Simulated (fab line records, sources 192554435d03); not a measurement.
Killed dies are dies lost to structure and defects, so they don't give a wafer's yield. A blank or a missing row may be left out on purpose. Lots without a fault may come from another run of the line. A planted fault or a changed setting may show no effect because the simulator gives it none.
fab line records | flow n5_finfet
record lots=7 wafers=39
route steps=1938 shown FIN_SAQP@125 DUMMY_GATE@215 HKMG_FIN@386 MOL_CONTACT_COAG@608 BEOL_M3@950
start_h: hours from the record's first day to the start of the lot's first wafer shown | wait_h: hours since the lot's step before | " the same as in the row above | L1.1+2: a row that stands for several wafers | - no value, or no start given | * or withheld: withheld | < > ~ a bound
route shown NAME@n: a module of which the file shows steps, and the number in the route of the first | usual: mean/standard deviation of fault-free wafers | same: alike in all rows | chamber/n: place in a boat | sites: the reading at each site | _std_site: their standard deviation | _edge_site: outer sites' mean less inner sites' | radius_mm: how far each site lies from the wafer's centre | mask NAME#n: copy n | behind: the tool/chamber that last shaped the wafer | hold: why the lot was held/for how many hours/how that ended | device: the transistor (n, p or np) that didn't switch | end of line: the same wafers' tests at the end of the route | a step without rows: its recipe alone | killed: dies lost to structure and defects at the first sort, not the wafer's yield | map: a wafer's dies, x killed, . not, _ none there
set.NAME: the setting as run; set.NAME@STEP: as run at that earlier step | model.NAME: the simulator's own value behind a step, which no gauge read
lots whose settings were changed on purpose; a table a step, a row a wafer
## steps
# step N5_FIN_SAQP_SPACER1_ALD_24
# recipe material=SiO2 target_thk_a=203 temp_c=300 ald_precursor_family=BDEAS ald_co_reactant=O2-plasma pulse_time_s=1 purge_time_s=2 co_reactant_purge_time_s=2 ald_cycles=218 pressure_torr=2
# columns lot.wafer tool chamber start_h wait_h set.ald_cycles model.SiO2_of_FIN_SAQP_SPACER1_ALD_24.thk_nm
L075.1 ald_sin-02 3 28.92 0.3 119 11.2
L075.2+4 " 0,1 " " 119 11
L075.3+6 " 2,0 " " 218 20.2
L075.5 " 1 " " 218 20.4
L084.1 ald_sin-02 2 83.87 0.3 276 25.4
L084.2+4+5 " 3,2,3 " " 218 20.2
L084.3+6 " 1 " " 276 25.6
L086.1+3 ald_sin-04 0,3 95.18 1.3 218 20.4
L086.2 " 2 " " 218 20.2
L087.1+2+3+4+5+6 ald_sin-01 0,1,2,3,1,0 105.06 0.8 218 20.2
L088.1+2+4 ald_sin-01 3,0,2 106.47 0.3 126 11.8
L088.3+5 " 1 " " 218 20.4
L088.6 " 2 " " 218 20.2
L089.1+5 ald_sin-02 2 113.19 0.3 218 20.2
L089.2 " 3 " " 218 20.4
L089.3 " 0 " " 260 24
L089.4+6 " 1 " " 260 24.2
L090.1+3 ald_sin-02 0,1 119.92 0.3 218 20.4
L090.2+5+6 " 2,1,0 " " 318 29.6
L090.4 " 3 " " 218 20.2
# step N5_FIN_SAQP_SPACER1_ETCHBACK_25
# recipe chemistry=CHF3/O2 mode=anisotropic_etchback target=SiO2 target_depth_a=244 time_s=12.2 pressure_mtorr=30 source_w=650 bias_w=170 Ar_flow_sccm=200 CHF3_flow_sccm=50 O2_flow_sccm=5 ion_energy_ev=200
# step N5_FIN_SAQP_MANDREL1_REMOVE_56
# recipe chemistry=HBr/Cl2/O2 bt_time_s=10 target=a-Si stop_on=SiNx endpoint=OES-SiCl over_etch_frac=1 icp_w=600 bias_w=22 HBr_flow_sccm=150 Cl2_flow_sccm=80 O2_flow_sccm=5 pressure_mtorr=10
# columns lot.wafer tool chamber start_h wait_h set.ald_cycles@FIN_SAQP_SPACER1_ALD_24 model.FIN_SAQP.cd_nm
L075.1+2+4 rie_si-06 1,0,3 29.72 0.1 119 11
L075.3+5+6 " 2,1,0 " " 218 20.2
L084.1+3+6 rie_si-06 0,1,1 84.80 0.1 276 25.6
L084.2+4 " 3,2 " " 218 20
L084.5 " 0 " " 218 20.2
L086.1+2+3 rie_si-06 1,2,3 96.02 0.1 218 20.2
L087.1+2+3+4+5 rie_si-04 0,2,1,3,2 105.87 0.1 218 20.2
L087.6 " 3 " " 218 20
L088.1+2+4 rie_si-06 3,1,0 107.33 0.1 126 11.8
L088.3+6 " 2,3 " " 218 20.2
L088.5 " 0 " " 218 20.6
L089.1+2 rie_si-06 2,1 114.11 0.1 218 20.2
L089.3+4+6 " 0,2,1 " " 260 24.2
L089.5 " 0 " " 218 20.4
L090.1 rie_si-04 3 120.75 0.1 218 20.2
L090.2+6 " 1 " " 318 29.4
L090.3+4 " 0,2 " " 218 20.4
L090.5 " 2 " " 318 29.8
# step N5_FIN_SAQP_CD_MEAS_27
# recipe target_cd_nm=20 landing_energy_ev=1000 detector=se_inlens polarity=line
# usual cd_nm=20.30/0.25
# columns lot.wafer tool chamber start_h wait_h set.ald_cycles@FIN_SAQP_SPACER1_ALD_24 cd_nm
L075.1 cd_sem-02 0 29.83 0.1 119 11.14
L075.2 " 0 " " 119 11.13
L075.3 " 0 " " 218 19.89
L075.4 " 0 " " 119 10.87
L075.5 " 0 " " 218 20.22
L075.6 " 0 " " 218 20.20
L084.1 cd_sem-03 0 84.91 0.1 276 25.54
L084.2 " 0 " " 218 19.92
L084.3 " 0 " " 276 25.57
L084.4 " 0 " " 218 20.15
L084.5 " 0 " " 218 20.16
L084.6 " 0 " " 276 25.52
L086.1 cd_sem-01 0 96.13 0.1 218 20.52
L086.2 " 0 " " 218 20.18
L086.3 " 0 " " 218 20.06
L087.1 cd_sem-03 0 105.98 0.1 218 20.16
L087.2 " 0 " " 218 20.44
L087.3 " 0 " " 218 20.30
L087.4 " 0 " " 218 20.05
L087.5 " 0 " " 218 20.43
L087.6 " 0 " " 218 20.00
L088.1 cd_sem-02 0 107.44 0.1 126 11.98
L088.2 " 0 " " 126 11.87
L088.3 " 0 " " 218 19.95
L088.4 " 0 " " 126 11.51
L088.5 " 0 " " 218 20.65
L088.6 " 0 " " 218 20.14
L089.1 cd_sem-03 0 114.22 0.1 218 20.19
L089.2 " 0 " " 218 20.27
L089.3 " 0 " " 260 24.57
L089.4 " 0 " " 260 23.91
L089.5 " 0 " " 218 20.29
L089.6 " 0 " " 260 24.12
L090.1 cd_sem-03 0 120.86 0.1 218 20.00
L090.2 " 0 " " 318 29.87
L090.3 " 0 " " 218 20.15
L090.4 " 0 " " 218 20.26
L090.5 " 0 " " 318 29.46
L090.6 " 0 " " 318 29.52
# step N5_DUMMY_GATE_CVD_03
# recipe material=a-Si target_thk_a=1500 temp_c=530 precursor=SiH4 time_s=8042
# columns lot.wafer tool chamber start_h wait_h set.time_s model.a-Si_of_DUMMY_GATE_CVD_03.thk_nm
L075.1 - - - 0.1 5148 94.4
L075.2 " - " " 5148 93.6
L075.3+4 " - " " 5148 94.6
L075.5 " - " " 5148 94.2
L075.6 " - " " 5148 95.2
L084.1 - - - 0.1 11400 214.2
L084.2+5 " - " " 11400 213.6
L084.3 " - " " 11400 212.2
L084.4 " - " " 11400 212
L084.6 " - " " 11400 212.6
L086.1 lpcvd-02 1/40 111.57 0.1 8042 148.2
L086.2+3 " 1/45,1/50 " " 8042 148.4
L087.1+2 - - - 0.1 8042 150.8
L087.3 " - " " 8042 149.6
L087.4 " - " " 8042 150.6
L087.5 " - " " 8042 150.4
L087.6 " - " " 8042 149.2
L088.1 - - - 0.8 12490 237
L088.2+4 " - " " 12490 237.6
L088.3 " - " " 12490 234.8
L088.5 " - " " 12490 237.2
L088.6 " - " " 12490 237.4
L089.1+5 - - - 0.1 10400 194.6
L089.2 " - " " 10400 195.2
L089.3 " - " " 10400 194.4
L089.4 " - " " 10400 193.8
L089.6 " - " " 10400 195.8
L090.1 - - - 0.1 6643 120
L090.2 " - " " 6643 121.6
L090.3 " - " " 6643 120.6
L090.4 " - " " 6643 121.2
L090.5 " - " " 6643 120.2
L090.6 " - " " 6643 120.8
# step N5_HKMG_FIN_HK_ALD_01
# recipe material=HfO2 target_thk_a=16 temp_c=withheld ald_precursor_family=HfCl4 ald_co_reactant=H2O pulse_time_s=3 purge_time_s=3 co_reactant_purge_time_s=2.5 co_reactant_pulse_time_s=0.3 ald_cycles=30
# columns lot.wafer tool chamber start_h wait_h set.ald_cycles model.HfO2_of_HKMG_FIN_HK_ALD_01.thk_nm
L075.1+5+6 ald_hk-02 3,0,1 74.31 0.0 44 2.4
L075.2+3+4 " 1,0,2 " " 30 1.6
L084.1+2+3+4+5+6 ald_hk-01 2,0,1,3,2,1 132.12 0.0 30 1.6
L086.1+2+3 ald_hk-03 3,1,0 146.11 0.0 30 1.6
L087.1+2+5 ald_hk-02 1,3,3 151.48 0.0 30 1.6
L087.3+4 " 0,2 " " 43 2.2
L087.6 " 2 " " 43 2.4
L088.1+5+6 ald_hk-01 2,2,1 153.80 0.0 40 2.2
L088.2+3+4 " 3,0,1 " " 30 1.6
L089.1+3+6 ald_hk-01 0,3,2 160.43 0.0 22 1.2
L089.2+4+5 " 2,1,3 " " 30 1.6
L090.1+2+3+4+5+6 ald_hk-03 3,1,0,2,0,1 164.74 0.0 30 1.6
# step N5_HKMG_FIN_HK_ANNEAL_02
# recipe temp_c=700 time_s=30 ambient=N2 idle_temp_c=600 ramp_up_c_per_s=150 ramp_down_c_per_s=60 cool_to_c=600
# step N5_HKMG_FIN_ALD_74
# recipe material=La2O3 target_thk_a=5 temp_c=250 ald_precursor_family=La-Cp ald_co_reactant=O3 pulse_time_s=6 co_reactant_pulse_time_s=1 purge_time_s=3 co_reactant_purge_time_s=3
# step N5_HKMG_FIN_WET_ETCH_82
# recipe chemistry=dHCl mix=1:10000 temp_c=25 target=La2O3 stop_on=HfO2 target_depth_nm=2 dry=ipa_marangoni rinse_time_s=30 rinse_temp_c=23
# step N5_HKMG_FIN_ALD_36
# recipe material=TiN target_thk_a=10 temp_c=400 ald_precursor_family=TiCl4 ald_co_reactant=NH3 pulse_time_s=1 purge_time_s=3 co_reactant_purge_time_s=2 co_reactant_pulse_time_s=2 ald_cycles=47 pressure_torr=3
# step N5_HKMG_FIN_THK_MEAS_70
# recipe thk_meas_gauge=xrf reads=HfO2_of_HKMG_FIN_HK_ALD_01
# usual HK_THK=1.587/0.021
# columns lot.wafer tool chamber start_h wait_h set.ald_cycles@HKMG_FIN_HK_ALD_01 HK_THK[nm]
L075.1 film_metro-02 - 77.67 0.2 44 2.351
L075.2 " - " " 30 1.583
L075.3 " - " " 30 1.589
L075.4 " - " " 30 1.570
L075.5 " - " " 44 2.336
L075.6 " - " " 44 2.349
L084.1 film_metro-02 - 135.50 0.2 30 1.596
L084.2 " - " " 30 1.606
L084.3 " - " " 30 1.591
L084.4 " - " " 30 1.587
L084.5 " - " " 30 1.615
L084.6 " - " " 30 1.609
L086.1 film_metro-01 - 149.43 0.2 30 1.567
L086.2 " - " " 30 1.568
L086.3 " - " " 30 1.549
L087.1 film_metro-02 - 154.81 0.2 30 1.617
L087.2 " - " " 30 1.636
L087.3 " - " " 43 2.301
L087.4 " - " " 43 2.323
L087.5 " - " " 30 1.627
L087.6 " - " " 43 2.287
L088.1 film_metro-01 - 157.37 0.2 40 2.097
L088.2 " - " " 30 1.585
L088.3 " - " " 30 1.571
L088.4 " - " " 30 1.551
L088.5 " - " " 40 2.094
L088.6 " - " " 40 2.121
L089.1 film_metro-01 - 163.92 0.3 22 1.156
L089.2 " - " " 30 1.561
L089.3 " - " " 22 1.133
L089.4 " - " " 30 1.555
L089.5 " - " " 30 1.561
L089.6 " - " " 22 1.154
L090.1 film_metro-02 - 168.17 0.2 30 1.589
L090.2 " - " " 30 1.570
L090.3 " - " " 30 1.583
L090.4 " - " " 30 1.606
L090.5 " - " " 30 1.627
L090.6 " - " " 30 1.609
# step N5_MOL_CONTACT_COAG_ALD_133
# recipe material=SiO2 target_thk_a=50 temp_c=100 ald_precursor_family=BDEAS ald_co_reactant=O2-plasma pulse_time_s=1 co_reactant_pulse_time_s=1 purge_time_s=2 co_reactant_purge_time_s=2 ald_cycles=35 pressure_torr=2
# columns lot.wafer tool chamber start_h wait_h set.ald_cycles model.SiO2_of_MOL_CONTACT_COAG_ALD_133.thk_nm
L075.1+2+3+4+5+6 ald_sin-01 2,0,3,1,0,1 104.40 0.1 35 5
L084.1+2+3+4+5+6 ald_sin-04 0,3,2,1,0,1 163.58 0.1 35 5
L086.1+2+3 ald_sin-01 1,0,3 175.87 0.1 35 5
L087.1+2+3 ald_sin-01 2,1,3 181.55 0.7 35 5
L087.4+5+6 " 0,3,2 " " 45 6.4
L088.1+2+3 ald_sin-01 1,0,3 185.78 0.3 47 6.8
L088.4+5+6 " 2,3,2 " " 35 5
L089.1+3+4 ald_sin-02 0,3,2 188.11 0.2 24 3.4
L089.2+5+6 " 1,0,1 " " 35 5
L090.1+3+6 ald_sin-04 2,3,0 194.46 0.1 16 2.2
L090.2+4+5 " 0,1,3 " " 35 5
# step N5_BEOL_M3_ETCH_64
# recipe chemistry=N2/H2 target=SOC target_depth_a=750 overetch_a=150 mask_material=SiARC temp_c=40 time_s=112.5 ion_energy_ev=200 pressure_mtorr=30 source_w=840 bias_w=150 n2_flow_sccm=200 h2_flow_sccm=200
# columns lot.wafer tool chamber start_h wait_h set.time_s model.SiARC_of_BEOL_M3_COAT_62.thk_nm model.BEOL_M3.cd_offset_nm
L075.1 rie_diel-05 2 150.56 0.0 178.3 3.6 1.4
L075.2+6 " 1 " " 112.5 6.8 0
L075.3 " 3 " " 112.5 7 0.6
L075.4 " 2 " " 178.3 3.4 1.4
L075.5 " 3 " " 178.3 4 1.8
L084.1 rie_diel-01 3 206.95 0.0 112.5 7 -0.2
L084.2 " 1 " " 112.5 7 0.2
L084.3+5 " 2,1 " " 64.31 9.2 -0.8
L084.4 " 3 " " 112.5 7 0
L084.6 " 2 " " 64.31 9.2 -0.6
L086.1 rie_diel-01 3 227.72 0.0 112.5 6.8 0
L086.2 " 1 " " 112.5 7 0
L086.3 " 2 " " 112.5 6.8 0.2
L088.1 rie_diel-01 3 227.95 0.0 112.5 7 -0.2
L088.2 " 1 " " 112.5 7 0.2
L088.3 " 2 " " 66.72 9 -0.4
L088.4 " 1 " " 112.5 7 0.4
L088.5 " 2 " " 66.72 9 -0.6
L088.6 " 3 " " 66.72 9 -0.8
L087.1 rie_diel-04 1 228.06 0.0 112.5 6.8 -0.4
L087.2 " 3 " " 112.5 6.8 0
L087.3+6 " 2 " " 112.5 6.6 -0.2
L087.4+5 " 0,3 " " 112.5 6.8 0.2
L089.1+6 rie_diel-01 2,1 238.82 0.0 112.5 6.8 0.6
L089.2+3+5 " 3,1,3 " " 79.32 8.4 -0.4
L089.4 " 2 " " 112.5 6.8 0.4
L090.1 rie_diel-04 0 241.88 0.0 112.5 6.8 -0.6
L090.2 " 3 " " 112.5 6.8 0
L090.3 " 2 " " 112.5 6.6 -0.2
L090.4+6 " 1 " " 112.5 6.6 -0.4
L090.5 " 2 " " 112.5 6.8 -0.4
# step N5_BEOL_M3_STRIP_65
# recipe chemistry=N2/H2 temp_c=40 n2_flow_sccm=200 h2_flow_sccm=200 rf_frequency_hz=6e+07
# step N5_BEOL_M3_STRIP_75
# recipe chemistry=N2/H2 temp_c=40 n2_flow_sccm=200 h2_flow_sccm=200 rf_frequency_hz=6e+07
# step N5_BEOL_M3_STRIP_66
# recipe chemistry=CF4 resist=SiARC power_w=300 bias_power_w=75 pressure_mtorr=50 cf4_flow_sccm=150 rf_frequency_hz=6e+07
# step N5_BEOL_M3_HM_OPEN_17
# recipe chemistry=Cl2/BCl3 target_depth_a=200 overetch_a=60 target=TiN mask_material=SOC ion_energy_ev=150 pressure_mtorr=10 icp_w=1000 bias_w=126 Cl2_flow_sccm=53.25 bcl3_flow_sccm=21.75 Ar_flow_sccm=25
# columns lot.wafer tool chamber start_h wait_h set.time_s@BEOL_M3_ETCH_64 model.BEOL_M3.cd_offset_nm
L075.1+4 rie_metal-03 0 150.73 0.0 178.3 1.6
L075.2+6 " 1 " " 112.5 0
L075.3 " 1 " " 112.5 0.4
L075.5 " 0 " " 178.3 2
L084.1+4 rie_metal-03 1 207.12 0.0 112.5 -0.2
L084.2 " 0 " " 112.5 0.4
L084.3+5 " 0 " " 64.31 -0.6
L084.6 " 1 " " 64.31 -0.8
L086.1 rie_metal-01 1 227.89 0.0 112.5 -0.2
L086.2 " 1 " " 112.5 0
L086.3 " 1 " " 112.5 0.2
L088.1+2 rie_metal-03 0,1 228.11 0.0 112.5 0
L088.3 " 1 " " 66.72 -0.6
L088.4 " 0 " " 112.5 0.4
L088.5 " 0 " " 66.72 -0.4
L088.6 " 1 " " 66.72 -1
L087.1 rie_metal-01 1 228.22 0.0 112.5 -0.4
L087.2+4 " 1 " " 112.5 0.2
L087.3+6 " 1 " " 112.5 -0.2
L087.5 " 1 " " 112.5 0.4
L089.1+6 rie_metal-01 1 238.99 0.0 112.5 0.6
L089.2+3+5 " 0 " " 79.32 -0.4
L089.4 " 1 " " 112.5 0.4
L090.1 rie_metal-02 0 242.05 0.0 112.5 -0.4
L090.2 " 1 " " 112.5 0.2
L090.3+4+5 " 0,1,0 " " 112.5 -0.2
L090.6 " 1 " " 112.5 0
# step N5_BEOL_M3_STRIP_19
# recipe chemistry=O2 power_w=400 temp_c=40 pressure_mtorr=30 rf_frequency_hz=6e+07 bias_power_w=0 overash_fraction=0.2 o2_flow_sccm=225
# step N5_BEOL_M3_CD_MEAS_18
# recipe pitch_nm=36 target_cd_nm=18
# usual cd_nm=18.1/0.32
# columns lot.wafer tool chamber start_h wait_h set.time_s@BEOL_M3_ETCH_64 cd_nm
L075.1 cd_sem-03 - 150.91 0.0 178.3 19.5
L075.2 " - " " 112.5 18.1
L075.3 " - " " 112.5 18.3
L075.4 " - " " 178.3 19.7
L075.5 " - " " 178.3 20.1
L075.6 " - " " 112.5 17.9
L084.1 cd_sem-02 - 207.33 0.0 112.5 17.7
L084.2 " - " " 112.5 18.1
L084.3 " - " " 64.31 -
L084.4 " - " " 112.5 17.9
L084.5 " - " " 64.31 -
L084.6 " - " " 64.31 -
L086.1 cd_sem-03 - 228.18 0.0 112.5 17.6
L086.2 " - " " 112.5 17.9
L086.3 " - " " 112.5 18.1
L088.1 cd_sem-02 - 228.29 0.0 112.5 18.1
L088.2 " - " " 112.5 18.4
L088.3 " - " " 66.72 -
L088.4 " - " " 112.5 18.4
L088.5 " - " " 66.72 -
L088.6 " - " " 66.72 -
L087.1 cd_sem-01 - 228.50 0.0 112.5 17.5
L087.2 " - " " 112.5 17.9
L087.3 " - " " 112.5 17.7
L087.4 " - " " 112.5 18.3
L087.5 " - " " 112.5 18.2
L087.6 " - " " 112.5 17.9
L089.1 cd_sem-01 - 239.17 0.0 112.5 18.3
L089.2 " - " " 79.32 17.7
L089.3 " - " " 79.32 17.6
L089.4 " - " " 112.5 18.5
L089.5 " - " " 79.32 17.8
L089.6 " - " " 112.5 18.8
L090.1 cd_sem-01 - 242.42 0.0 112.5 18.1
L090.2 " - " " 112.5 18.3
L090.3 " - " " 112.5 18.0
L090.4 " - " " 112.5 17.8
L090.5 " - " " 112.5 17.8
L090.6 " - " " 112.5 17.8
## key
split step=N5_FIN_SAQP_SPACER1_ALD_24 setting=ald_cycles stated=218 by=wafer
response step=N5_FIN_SAQP_SPACER1_ALD_24 reading=model.SiO2_of_FIN_SAQP_SPACER1_ALD_24.thk_nm change=+0.202 per=1% r=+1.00
response step=N5_FIN_SAQP_MANDREL1_REMOVE_56 reading=model.FIN_SAQP.cd_nm change=+0.203 per=1% r=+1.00
response step=N5_FIN_SAQP_CD_MEAS_27 reading=cd_nm change=+0.203 per=1% r=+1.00
split step=N5_DUMMY_GATE_CVD_03 setting=time_s stated=8042 by=lot
response step=N5_DUMMY_GATE_CVD_03 reading=model.a-Si_of_DUMMY_GATE_CVD_03.thk_nm change=+1.56 per=1% r=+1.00
split step=N5_HKMG_FIN_HK_ALD_01 setting=ald_cycles stated=30 by=wafer
response step=N5_HKMG_FIN_HK_ALD_01 reading=model.HfO2_of_HKMG_FIN_HK_ALD_01.thk_nm change=+0.0165 per=1% r=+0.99
response step=N5_HKMG_FIN_THK_MEAS_70 reading=HK_THK change=+0.016 per=1% r=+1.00
split step=N5_MOL_CONTACT_COAG_ALD_133 setting=ald_cycles stated=35 by=wafer
response step=N5_MOL_CONTACT_COAG_ALD_133 reading=model.SiO2_of_MOL_CONTACT_COAG_ALD_133.thk_nm change=+0.0513 per=1% r=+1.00
split step=N5_BEOL_M3_ETCH_64 setting=time_s stated=112.5 by=wafer
response step=N5_BEOL_M3_ETCH_64 reading=model.SiARC_of_BEOL_M3_COAT_62.thk_nm change=-0.0527 per=1% r=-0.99
response step=N5_BEOL_M3_ETCH_64 reading=model.BEOL_M3.cd_offset_nm change=+0.0214 per=1% r=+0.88
response step=N5_BEOL_M3_HM_OPEN_17 reading=model.BEOL_M3.cd_offset_nm change=+0.0234 per=1% r=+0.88
response step=N5_BEOL_M3_CD_MEAS_18 reading=cd_nm change=+0.0285 per=1% r=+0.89
